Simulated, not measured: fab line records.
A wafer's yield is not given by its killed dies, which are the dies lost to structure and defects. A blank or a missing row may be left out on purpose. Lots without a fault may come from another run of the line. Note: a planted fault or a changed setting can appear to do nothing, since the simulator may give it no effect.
Matching of chambers + flow n5_finfet + N5_FIN_SAQP_HM_OPEN_73 on rie_diel-04: 4 sister chambers
The step chemistry CHF3/O2, target SiO2, stops on a-Si, target depth 12 nm, time 16.8 s. 4 wafers are shown with their chamber, then 12 later ones without.

== WAFERS, EACH WITH ITS CHAMBER ==
| wafer  | chamber | drypump_motor_current_A (A) |
|--------|---------|-----------------------------|
| L081.5 | 0       | 6.2                         |
| L086.5 | 3       | 5.5                         |
| L089.5 | 2       | 5.2                         |
| L089.6 | 1       | 5.5                         |

== WAFERS WHOSE CHAMBER IS MISSING ==
| wafer  | drypump_motor_current_A (A) |
|--------|-----------------------------|
| L092.1 | 5.5                         |
| L092.4 | 5.5                         |
| L092.6 | 5.5                         |
| L094.1 | 6.3                         |
| L094.2 | 5.5                         |
| L094.6 | 5.5                         |
| L095.1 | 5.5                         |
| L095.2 | 5.1                         |
| L095.4 | 6.2                         |
| L096.2 | 5.2                         |
| L096.4 | 5.5                         |
| L096.5 | 5.5                         |

== WHICH CHAMBER EACH WENT THROUGH ==
| wafer  | from the rows above     | in truth |
|--------|-------------------------|----------|
| L092.1 | can't be placed: 1 or 3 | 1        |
| L092.4 | can't be placed: 1 or 3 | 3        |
| L092.6 | can't be placed: 1 or 3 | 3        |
| L094.1 | 0                       | 0        |
| L094.2 | can't be placed: 1 or 3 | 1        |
| L094.6 | can't be placed: 1 or 3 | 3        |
| L095.1 | can't be placed: 1 or 3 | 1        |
| L095.2 | 2                       | 2        |
| L095.4 | 0                       | 0        |
| L096.2 | 2                       | 2        |
| L096.4 | can't be placed: 1 or 3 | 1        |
| L096.5 | can't be placed: 1 or 3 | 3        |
Correct placement for 4 of the 12. From these rows, 8 cannot be placed; in 8 the true chamber is one of the candidates. 0 placed wrongly.
How it was worked out, from the rows above alone: a wafer's distance from a chamber is the root of the sum, over the readings, of the square of ((its reading less the chamber's mean) divided by the reading's scatter). The wafer belongs to the nearest chamber; if the next one is less than 2 further off, it can't be placed. The mean given for a chamber averages the wafers shown for that chamber. The scatter: root of mean squared gap, hidden wafer to nearest shown wafer, with one shown wafer a chamber.
